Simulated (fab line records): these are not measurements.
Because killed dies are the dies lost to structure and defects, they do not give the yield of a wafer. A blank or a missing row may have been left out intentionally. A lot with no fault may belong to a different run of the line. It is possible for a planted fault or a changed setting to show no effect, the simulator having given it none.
fab line records	flow nandHarc	part 1 of 2: steps 1 to 34 of 39
record: lots: 5	wafers: 15	lastDay: 24
route steps=1159 shown A_ONON_D1@429 A_CHANNEL_HOLE_D1@450
lots with no fault: from the same line, run without faults
startH: hours from the record's first day to the start of the lot's first wafer shown	waitH: time in hours since the lot's previous step	" identical to the entry in the row above	L1.1+2: one row covering several wafers at once	- no value present, or no start provided	* or withheld: withheld	< > ~ a bound
route shown NAME@n: a module of which the file shows steps, and the number in the route of the first	usual: average and standard deviation across the fault-free wafers	same: alike in all rows	chamber/n: place in a boat	sites: each site's reading	_std_site: their standard deviation	_edge_site: the outer-site mean with the inner-site mean subtracted	radiusMm: for every site, how far away it sits from the centre of the wafer	mask NAME#n: copy n	behind: the last tool/chamber to shape the wafer	hold: why the lot was held/for how many hours/how that ended	device: whichever transistor did not switch (one of n, p or np)	end of line: at the end of the route, the tests of the same wafers	a step given without rows: its recipe and nothing more	killed: count of dies lost to structure and defects at first sort (not the wafer's yield)	map: a wafer's dies, x killed, . not, _ none there
set.NAME: the setting as run; set.NAME@STEP: as run at that earlier step	model.NAME: the simulator's own value behind a step, which no gauge read
lots seen at some steps along the route; tables by step, rows by wafer
services: a tool's chamber out of use, with start hour (startH, from the record's first day; less than 0 if before it), hours out, and reason
== steps ==
step: NHARC_A_ONON_D1_THK_MEAS_08
recipe: thkMeasGauge: ellipsometry
usual: thkNm: 1001/8.6
lot.wafer	tool	chamber	startH	waitH	thkNm
L075.1	filmMetro-01	-	166.11	-	989
L075.2	"	-	"	"	989
L075.4	"	-	"	"	988
L084.2	filmMetro-02	-	218.33	-	982
L084.3	"	-	"	"	979
L084.6	"	-	"	"	981
L088.1	filmMetro-02	-	238.79	-	995
L088.2	"	-	"	"	998
L088.3	"	-	"	"	997
L089.2	filmMetro-01	-	259.43	-	1008
L089.4	"	-	"	"	1008
L089.5	"	-	"	"	1009
L090.1	filmMetro-02	-	259.49	-	1010
L090.3	"	-	"	"	1010
L090.6	"	-	"	"	1011
step: NHARC_A_ONON_D1_DEP_09
recipe: targetThkA: 10000	n2FlowSccm: 2750	n2oFlowSccm: 2000	nh3FlowSccm: 500	sih4FlowSccm: 210	tempC: 400
lot.wafer	tool	chamber	startH	waitH
L075.1+2+4	pecvdOnon-01	0	166.17	0.1
L084.2+3+6	pecvdOnon-01	0	218.45	0.1
L088.1+2+3	pecvdOnon-02	0	239.14	0.4
L089.2+4+5	pecvdOnon-01	0	259.72	0.3
L090.1+3+6	pecvdOnon-04	0	259.97	0.5
step: NHARC_A_ONON_D1_THK_MEAS_11
recipe: thkMeasGauge: ellipsometry
usual: thkNm: 1002/8.6
lot.wafer	tool	chamber	startH	waitH	thkNm
L075.1	filmMetro-02	-	166.68	-	1000
L075.2	"	-	"	"	1001
L075.4	"	-	"	"	998
L084.2	filmMetro-02	-	218.93	-	1002
L084.3	"	-	"	"	1003
L084.6	"	-	"	"	1002
L088.1	filmMetro-01	-	239.65	-	1012
L088.2	"	-	"	"	1012
L088.3	"	-	"	"	1014
L089.2	filmMetro-01	-	260.17	-	1015
L089.4	"	-	"	"	1015
L089.5	"	-	"	"	1016
L090.1	filmMetro-01	-	260.48	-	1003
L090.3	"	-	"	"	1002
L090.6	"	-	"	"	1000
step: NHARC_A_ONON_D1_DEP_12
recipe: targetThkA: 10000	n2FlowSccm: 2750	n2oFlowSccm: 2000	nh3FlowSccm: 500	sih4FlowSccm: 210	tempC: 400
lot.wafer	tool	chamber	startH	waitH
L075.1+2+4	pecvdOnon-02	0	166.73	0.1
L084.2+3+6	pecvdOnon-02	0	219.05	0.1
L088.1+2+3	pecvdOnon-01	0	240.03	0.4
L089.2+4+5	pecvdOnon-02	0	260.43	0.3
L090.1+3+6	pecvdOnon-01	0	260.71	0.2
step: NHARC_A_ONON_D1_THK_MEAS_14
recipe: thkMeasGauge: ellipsometry
usual: thkNm: 1001/14
lot.wafer	tool	chamber	startH	waitH	thkNm
L075.1	filmMetro-02	-	167.25	-	994
L075.2	"	-	"	"	993
L075.4	"	-	"	"	997
L084.2	filmMetro-01	-	219.50	-	1028
L084.3	"	-	"	"	1027
L084.6	"	-	"	"	1027
L088.1	filmMetro-02	-	240.54	-	991
L088.2	"	-	"	"	993
L088.3	"	-	"	"	991
L089.2	filmMetro-01	-	260.88	-	1014
L089.4	"	-	"	"	1017
L089.5	"	-	"	"	1016
L090.1	filmMetro-01	-	261.21	-	991
L090.3	"	-	"	"	994
L090.6	"	-	"	"	990
step: NHARC_A_ONON_D1_ANNEAL_15
recipe: tempC: 750	timeS: 3600
lot.wafer	tool	chamber	startH	waitH
L075.1+2+4	furnace-02	0	173.32	6.1
L084.2+3+6	furnace-07	0	225.58	6.1
L088.1+2+3	furnace-02	0	252.91	12.4
L089.2+4+5	furnace-05	0	263.60	2.7
L090.1+3+6	furnace-05	0	263.60	2.4
step: NHARC_A_ONON_D1_DEP_16
recipe: targetThkA: 10000	n2FlowSccm: 2750	n2oFlowSccm: 2000	nh3FlowSccm: 500	sih4FlowSccm: 210	tempC: 400
lot.wafer	tool	chamber	startH	waitH
L075.1+2+4	pecvdOnon-02	0	177.26	0.1
L084.2+3+6	pecvdOnon-02	0	229.54	0.1
L088.1+2+3	pecvdOnon-02	0	256.82	0.1
L089.2+4+5	pecvdOnon-01	0	267.53	0.1
L090.1+3+6	pecvdOnon-02	0	267.63	0.2
step: NHARC_A_ONON_D1_THK_MEAS_18
recipe: thkMeasGauge: ellipsometry
usual: thkNm: 1001/8.7
lot.wafer	tool	chamber	startH	waitH	thkNm
L075.1	filmMetro-01	-	177.76	-	999
L075.2	"	-	"	"	1000
L075.4	"	-	"	"	999
L084.2	filmMetro-01	-	229.99	-	1005
L084.3	"	-	"	"	1005
L084.6	"	-	"	"	1006
L088.1	filmMetro-01	-	257.33	-	1006
L088.2	"	-	"	"	1005
L088.3	"	-	"	"	1007
L089.2	filmMetro-01	-	267.98	-	1000
L089.4	"	-	"	"	999
L089.5	"	-	"	"	1000
L090.1	filmMetro-01	-	268.14	-	1010
L090.3	"	-	"	"	1010
L090.6	"	-	"	"	1011
step: NHARC_A_ONON_D1_DEP_19
recipe: targetThkA: 10000	n2FlowSccm: 2750	n2oFlowSccm: 2000	nh3FlowSccm: 500	sih4FlowSccm: 210	tempC: 400
lot.wafer	tool	chamber	startH	waitH
L075.1+2+4	pecvdOnon-01	0	177.82	0.1
L084.2+3+6	pecvdOnon-04	0	230.11	0.1
L088.1+2+3	pecvdOnon-02	0	257.57	0.2
L089.2+4+5	pecvdOnon-02	0	268.10	0.1
L090.1+3+6	pecvdOnon-04	0	268.31	0.2
step: NHARC_A_ONON_D1_THK_MEAS_21
recipe: thkMeasGauge: ellipsometry
usual: thkNm: 998/9.6
lot.wafer	tool	chamber	startH	waitH	thkNm
L075.1	filmMetro-01	-	178.33	-	1007
L075.2	"	-	"	"	1007
L075.4	"	-	"	"	1006
L084.2	filmMetro-02	-	230.56	-	1000
L084.3	"	-	"	"	1000
L084.6	"	-	"	"	1003
L088.1	filmMetro-01	-	258.09	-	993
L088.2	"	-	"	"	993
L088.3	"	-	"	"	994
L089.2	filmMetro-01	-	268.55	-	997
L089.4	"	-	"	"	996
L089.5	"	-	"	"	997
L090.1	filmMetro-01	-	268.82	-	1006
L090.3	"	-	"	"	1006
L090.6	"	-	"	"	1006
step: NHARC_A_ONON_D1_DEP_22
recipe: targetThkA: 10000	n2FlowSccm: 2750	n2oFlowSccm: 2000	nh3FlowSccm: 500	sih4FlowSccm: 210	tempC: 400
lot.wafer	tool	chamber	startH	waitH
L075.1+2+4	pecvdOnon-04	0	178.38	0.1
L084.2+3+6	pecvdOnon-01	0	230.68	0.1
L088.1+2+3	pecvdOnon-04	0	258.57	0.5
L089.2+4+5	pecvdOnon-02	0	268.66	0.1
L090.1+3+6	pecvdOnon-04	0	268.88	0.1
step: NHARC_A_ONON_D1_THK_MEAS_24
recipe: thkMeasGauge: ellipsometry
usual: thkNm: 1002/11
lot.wafer	tool	chamber	startH	waitH	thkNm
L075.1	filmMetro-01	-	178.89	-	1019
L075.2	"	-	"	"	1021
L075.4	"	-	"	"	1019
L084.2	filmMetro-02	-	231.13	-	1017
L084.3	"	-	"	"	1016
L084.6	"	-	"	"	1017
L088.1	filmMetro-01	-	259.08	-	980
L088.2	"	-	"	"	981
L088.3	"	-	"	"	980
L089.2	filmMetro-01	-	269.12	-	1019
L089.4	"	-	"	"	1019
L089.5	"	-	"	"	1019
L090.1	filmMetro-01	-	269.39	-	994
L090.3	"	-	"	"	994
L090.6	"	-	"	"	995
step: NHARC_A_ONON_D1_DEP_25
recipe: targetThkA: 10000	n2FlowSccm: 2750	n2oFlowSccm: 2000	nh3FlowSccm: 500	sih4FlowSccm: 210	tempC: 400
lot.wafer	tool	chamber	startH	waitH
L075.1+2+4	pecvdOnon-02	0	179.23	0.3
L084.2+3+6	pecvdOnon-02	0	231.24	0.1
L088.1+2+3	pecvdOnon-01	0	259.31	0.2
L089.2+4+5	pecvdOnon-02	0	269.23	0.1
L090.1+3+6	pecvdOnon-04	0	269.44	0.1
step: NHARC_A_ONON_D1_THK_MEAS_27
recipe: thkMeasGauge: ellipsometry
usual: thkNm: 1001/7.3
lot.wafer	tool	chamber	startH	waitH	thkNm
L075.1	filmMetro-02	-	179.74	-	991
L075.2	"	-	"	"	991
L075.4	"	-	"	"	991
L084.2	filmMetro-02	-	231.72	-	1004
L084.3	"	-	"	"	1005
L084.6	"	-	"	"	1005
L088.1	filmMetro-01	-	259.82	-	1015
L088.2	"	-	"	"	1014
L088.3	"	-	"	"	1014
L089.2	filmMetro-02	-	269.69	-	1001
L089.4	"	-	"	"	999
L089.5	"	-	"	"	1000
L090.1	filmMetro-02	-	269.96	-	1004
L090.3	"	-	"	"	1003
L090.6	"	-	"	"	1004
step: NHARC_A_ONON_D1_DEP_28
recipe: targetThkA: 10000	n2FlowSccm: 2750	n2oFlowSccm: 2000	nh3FlowSccm: 500	sih4FlowSccm: 210	tempC: 400
lot.wafer	tool	chamber	startH	waitH
L075.1+2+4	pecvdOnon-01	0	179.80	0.1
L084.2+3+6	pecvdOnon-04	0	231.83	0.1
L088.1+2+3	pecvdOnon-02	0	260.02	0.2
L089.2+4+5	pecvdOnon-02	0	269.80	0.1
L090.1+3+6	pecvdOnon-04	0	270.01	0.1
step: NHARC_A_ONON_D1_THK_MEAS_30
recipe: thkMeasGauge: ellipsometry
usual: thkNm: 999/11
lot.wafer	tool	chamber	startH	waitH	thkNm
L075.1	filmMetro-02	-	180.31	-	1001
L075.2	"	-	"	"	1001
L075.4	"	-	"	"	1001
L084.2	filmMetro-02	-	232.29	-	1002
L084.3	"	-	"	"	1001
L084.6	"	-	"	"	1001
L088.1	filmMetro-01	-	260.53	-	997
L088.2	"	-	"	"	994
L088.3	"	-	"	"	996
L089.2	filmMetro-02	-	270.25	-	994
L089.4	"	-	"	"	993
L089.5	"	-	"	"	994
L090.1	filmMetro-02	-	270.52	-	987
L090.3	"	-	"	"	987
L090.6	"	-	"	"	987
step: NHARC_A_ONON_D1_DEP_33
recipe: targetThkA: 2000	tempC: 400	pressureTorr: 6.5	rfW: 900	teosFlowSccm: 161.4	flowSccm: 2650	targetThkNm: 200	gas: O2	material: SiO2
usual: chamberPressureTorr: 6.501/0.015	heaterPowerW: 586/120	throttleValvePct: 16.0/0.48
lot.wafer	tool	chamber	startH	waitH	chamberPressureTorr	heaterPowerW	throttleValvePct
L075.1	pecvd-02	0	180.37	0.1	6.542	561	16.5
L075.2	"	1	"	"	6.492	525	15.6
L075.4	"	2	"	"	6.483	674	15.4
L084.2	pecvd-03	2	232.41	0.1	6.504	617	15.9
L084.3	"	2	"	"	6.462	620	16.1
L084.6	"	1	"	"	6.492	536	15.6
L088.3	pecvd-02	0	260.85	0.3	6.488	591	16.3
L088.1	"	1	"	"	6.487	503	15.9
L088.2	"	2	"	"	6.471	677	16.0
L089.2	pecvd-01	2	270.37	0.1	6.522	557	15.4
L089.4	"	2	"	"	6.518	549	15.5
L089.5	"	1	"	"	6.496	931	16.6
L090.1	pecvd-03	1	270.72	0.2	6.501	457	15.9
L090.3	"	2	"	"	6.488	583	16.1
L090.6	"	2	"	"	6.481	597	15.9
step: NHARC_A_ONON_D1_THK_MEAS_34
recipe: thkMeasGauge: ellipsometry
usual: thkNm: 200.6/2.6
lot.wafer	tool	chamber	startH	waitH	thkNm
L075.1	filmMetro-02	-	180.78	-	202.0
L075.2	"	-	"	"	200.7
L075.4	"	-	"	"	206.3
L084.2	filmMetro-02	-	232.89	0.4	198.1
L084.3	"	-	"	"	200.8
L084.6	"	-	"	"	201.5
L088.1	filmMetro-02	-	261.26	-	198.4
L088.2	"	-	"	"	200.6
L088.3	"	-	"	"	201.2
L089.2	filmMetro-01	-	270.86	0.4	198.4
L089.4	"	-	"	"	200.2
L089.5	"	-	"	"	202.5
L090.1	filmMetro-01	-	271.09	-	197.9
L090.3	"	-	"	"	199.8
L090.6	"	-	"	"	201.6
step: NHARC_A_ONON_D1_INSPECT_32
usual: rawDefectCount: 74/25
lot.wafer	tool	chamber	startH	waitH	rawDefectCount
L075.1	defectInspect-02	-	180.85	0.1	66
L075.2	"	-	"	"	43
L075.4	"	-	"	"	62
L084.2	defectInspect-01	-	232.97	0.0	35
L084.3	"	-	"	"	61
L084.6	"	-	"	"	62
L088.1	defectInspect-02	-	261.32	0.0	65
L088.2	"	-	"	"	98
L088.3	"	-	"	"	73
L089.2	defectInspect-02	-	270.92	0.0	53
L089.4	"	-	"	"	26
L089.5	"	-	"	"	50
L090.1	defectInspect-01	-	271.17	0.0	121
L090.3	"	-	"	"	57
L090.6	"	-	"	"	84
step: NHARC_A_CHANNEL_HOLE_D1_DEP_00
recipe: targetThkA: 31000	tempC: 400	material: aC
usual: throttleValvePct: 35.000/0.0096
lot.wafer	tool	chamber	startH	waitH	throttleValvePct
L075.1	aclDep-03	0	183.14	2.3	34.993
L075.2	"	0	"	"	34.997
L075.4	"	0	"	"	34.994
L084.2	aclDep-01	0	233.35	0.4	35.008
L084.3	"	0	"	"	34.997
L084.6	"	0	"	"	34.999
L088.1	aclDep-01	0	261.66	0.3	34.988
L088.2	"	0	"	"	35.019
L088.3	"	0	"	"	34.989
L089.2	aclDep-03	0	271.76	0.8	34.990
L089.4	"	0	"	"	35.004
L089.5	"	0	"	"	35.002
L090.1	aclDep-01	0	272.67	1.5	35.011
L090.3	"	0	"	"	35.003
L090.6	"	0	"	"	34.994
step: NHARC_A_CHANNEL_HOLE_D1_DEP_01
recipe: targetThkA: 1400	targetThkNm: 140	tempC: 400	pressureTorr: 3.5	flowSccm: 200	rfW: 350	material: SiON
usual: chamberPressureTorr: 3.501/0.0085	heaterPowerW: 780/110
lot.wafer	tool	chamber	startH	waitH	chamberPressureTorr	heaterPowerW
L075.1	pecvd-04	2	185.11	1.7	3.507	860
L075.2	"	0	"	"	3.499	828
L075.4	"	0	"	"	3.501	896
L084.2	pecvd-04	1	235.00	1.3	3.518	761
L084.3	"	0	"	"	3.501	813
L084.6	"	0	"	"	3.504	821
L088.1	pecvd-01	2	263.57	1.6	3.497	736
L088.2	"	1	"	"	3.507	1165
L088.3	"	2	"	"	3.505	719
L089.2	pecvd-04	1	273.39	1.3	3.500	706
L089.5	"	0	"	"	3.501	872
L089.4	"	1	"	"	3.502	713
L090.1	pecvd-04	1	274.56	1.6	3.502	765
L090.3	"	2	"	"	3.511	795
L090.6	"	2	"	"	3.490	795
step: NHARC_A_CHANNEL_HOLE_D1_DEHYDRATE_02
recipe: tempC: 150	timeS: 120
lot.wafer	tool	chamber	startH	waitH
L075.1+2+4	lithoTrack-06	0	185.35	0.2
L084.2+3+6	lithoTrack-06	0	235.34	0.3
L088.1+2+3	lithoTrack-06	0	263.92	0.3
L089.2+4+5	lithoTrack-06	0	273.63	0.2
L090.1+3+6	lithoTrack-04	0	274.83	0.2
step: NHARC_A_CHANNEL_HOLE_D1_HMDS_03
recipe: timeS: 30
lot.wafer	tool	chamber	startH	waitH
L075.1+2+4	lithoTrack-06	0	-	-
L084.2+3+6	lithoTrack-06	0	-	-
L088.1+2+3	lithoTrack-06	0	-	-
L089.2+4+5	lithoTrack-06	0	-	-
L090.1+3+6	lithoTrack-04	0	-	-
step: NHARC_A_CHANNEL_HOLE_D1_COAT_36
recipe: tempC: 260	timeS: 75
lot.wafer	tool	chamber	startH	waitH
L075.1+2+4	lithoTrack-06	0	-	-
L084.2+3+6	lithoTrack-06	0	-	-
L088.1+2+3	lithoTrack-06	0	-	-
L089.2+4+5	lithoTrack-06	0	-	-
L090.1+3+6	lithoTrack-04	0	-	-
step: NHARC_A_CHANNEL_HOLE_D1_COAT_37
recipe: tempC: 225	timeS: 65
lot.wafer	tool	chamber	startH	waitH
L075.1+2+4	lithoTrack-06	0	-	-
L084.2+3+6	lithoTrack-06	0	-	-
L088.1+2+3	lithoTrack-06	0	-	-
L089.2+4+5	lithoTrack-06	0	-	-
L090.1+3+6	lithoTrack-04	0	-	-
step: NHARC_A_CHANNEL_HOLE_D1_COAT_04
recipe: spinRpm: 1500	resistThkNm: 90
lot.wafer	tool	chamber	startH	waitH
L075.1+2+4	lithoTrack-06	0	-	-
L084.2+3+6	lithoTrack-06	0	-	-
L088.1+2+3	lithoTrack-06	0	-	-
L089.2+4+5	lithoTrack-06	0	-	-
L090.1+3+6	lithoTrack-04	0	-	-
step: NHARC_A_CHANNEL_HOLE_D1_SOFTBAKE_05
recipe: tempC: 105	timeS: 55
lot.wafer	tool	chamber	startH	waitH
L075.1+2+4	lithoTrack-06	0	-	-
L084.2+3+6	lithoTrack-06	0	-	-
L088.1+2+3	lithoTrack-06	0	-	-
L089.2+4+5	lithoTrack-06	0	-	-
L090.1+3+6	lithoTrack-04	0	-	-
step: NHARC_A_CHANNEL_HOLE_D1_EBR_06
lot.wafer	tool	chamber	startH	waitH
L075.1+2+4	lithoTrack-06	0	-	-
L084.2+3+6	lithoTrack-06	0	-	-
L088.1+2+3	lithoTrack-06	0	-	-
L089.2+4+5	lithoTrack-06	0	-	-
L090.1+3+6	lithoTrack-04	0	-	-
step: NHARC_A_CHANNEL_HOLE_D1_EXPOSE_07
recipe: na: 1.35	targetCdNm: 100	sigmaOuter: 0.3	doseMj: 59.65	maskId: HOLE_D1
usual: reticleTempC: 23.02/0.099
lot.wafer	tool	chamber	startH	waitH	mask	reticleTempC
L075.1	arfiScanner-02	0	185.66	-	HOLE_D1#0	23.10
L075.2	"	0	"	"	HOLE_D1#0	23.17
L075.4	"	0	"	"	HOLE_D1#0	23.12
L084.2	arfiScanner-01	0	235.66	-	HOLE_D1#0	22.97
L084.3	"	0	"	"	HOLE_D1#0	22.96
L084.6	"	0	"	"	HOLE_D1#0	23.04
L088.1	arfiScanner-03	0	264.24	-	HOLE_D1#0	23.01
L088.2	"	0	"	"	HOLE_D1#0	22.88
L088.3	"	0	"	"	HOLE_D1#0	22.88
L089.2	arfiScanner-01	0	273.94	-	HOLE_D1#0	23.01
L089.4	"	0	"	"	HOLE_D1#0	22.96
L089.5	"	0	"	"	HOLE_D1#0	22.98
L090.1	arfiScanner-01	0	275.02	-	HOLE_D1#0	23.07
L090.3	"	0	"	"	HOLE_D1#0	23.00
L090.6	"	0	"	"	HOLE_D1#0	22.93
step: NHARC_A_CHANNEL_HOLE_D1_PEB_08
recipe: pebTempC: 100	pebTimeS: 65
lot.wafer	tool	chamber	startH	waitH
L075.1+2+4	lithoTrack-04	0	185.72	0.1
L084.2+3+6	lithoTrack-04	0	235.71	0.1
L088.1+2+3	lithoTrack-04	0	264.30	0.1
L089.2+4+5	lithoTrack-04	0	274.00	0.1
L090.1+3+6	lithoTrack-01	0	275.08	0.1
step: NHARC_A_CHANNEL_HOLE_D1_DEVELOP_09
recipe: developTimeS: 35	devTempC: 23
lot.wafer	tool	chamber	startH	waitH
L075.1+2+4	lithoTrack-04	0	-	-
L084.2+3+6	lithoTrack-04	0	-	-
L088.1+2+3	lithoTrack-04	0	-	-
L089.2+4+5	lithoTrack-04	0	-	-
L090.1+3+6	lithoTrack-01	0	-	-
step: NHARC_A_CHANNEL_HOLE_D1_CD_MEAS_10
recipe: targetCdNm: 100	landingEnergyEv: 500
usual: cdNm: 99.9/0.39
lot.wafer	tool	chamber	startH	waitH	cdNm
L075.1	cdSem-03	0	185.80	-	99.9
L075.2	"	0	"	"	100.4
L075.4	"	0	"	"	99.7
L084.2	cdSem-03	0	235.79	-	99.5
L084.3	"	0	"	"	99.7
L084.6	"	0	"	"	99.1
L088.1	cdSem-02	0	264.38	-	99.9
L088.2	"	0	"	"	99.4
L088.3	"	0	"	"	99.5
L089.2	cdSem-01	0	274.08	-	98.9
L089.4	"	0	"	"	99.9
L089.5	"	0	"	"	99.8
L090.1	cdSem-03	0	275.16	-	99.7
L090.3	"	0	"	"	99.5
L090.6	"	0	"	"	99.9
step: NHARC_A_CHANNEL_HOLE_D1_OVL_MEAS_11
usual: overlayXNm: 0.0/0.81	overlayYNm: -0.1/0.76
lot.wafer	tool	chamber	startH	waitH	overlayXNm	overlayYNm
L075.1	overlay-01	-	185.89	-	-0.2	0.4
L075.2	"	-	"	"	-0.3	0.5
L075.4	"	-	"	"	0.0	0.7
L084.2	overlay-02	-	235.88	-	-1.1	1.2
L084.3	"	-	"	"	-0.3	0.9
L084.6	"	-	"	"	-0.9	1.1
L088.1	overlay-01	-	264.47	-	0.9	1.3
L088.2	"	-	"	"	1.7	0.9
L088.3	"	-	"	"	1.3	1.0
L089.2	overlay-02	-	274.17	-	0.1	-0.1
L089.4	"	-	"	"	0.4	0.2
L089.5	"	-	"	"	-0.2	0.3
L090.1	overlay-02	-	275.25	-	-0.9	0.5
L090.3	"	-	"	"	-1.6	0.5
L090.6	"	-	"	"	-1.1	0.1
step: NHARC_A_CHANNEL_HOLE_D1_INSPECT_12
usual: rawDefectCount: 5.3/2.5
lot.wafer	tool	chamber	startH	waitH	rawDefectCount
L075.1	defectInspect-01	-	185.93	0.0	7
L075.2	"	-	"	"	4
L075.4	"	-	"	"	7
L084.2	defectInspect-02	-	235.92	0.0	3
L084.3	"	-	"	"	5
L084.6	"	-	"	"	4
L088.1	defectInspect-01	-	264.51	0.0	5
L088.2	"	-	"	"	7
L088.3	"	-	"	"	2
L089.2	defectInspect-01	-	274.20	0.0	3
L089.4	"	-	"	"	4
L089.5	"	-	"	"	4
L090.1	defectInspect-01	-	275.28	0.0	11
L090.3	"	-	"	"	5
L090.6	"	-	"	"	1
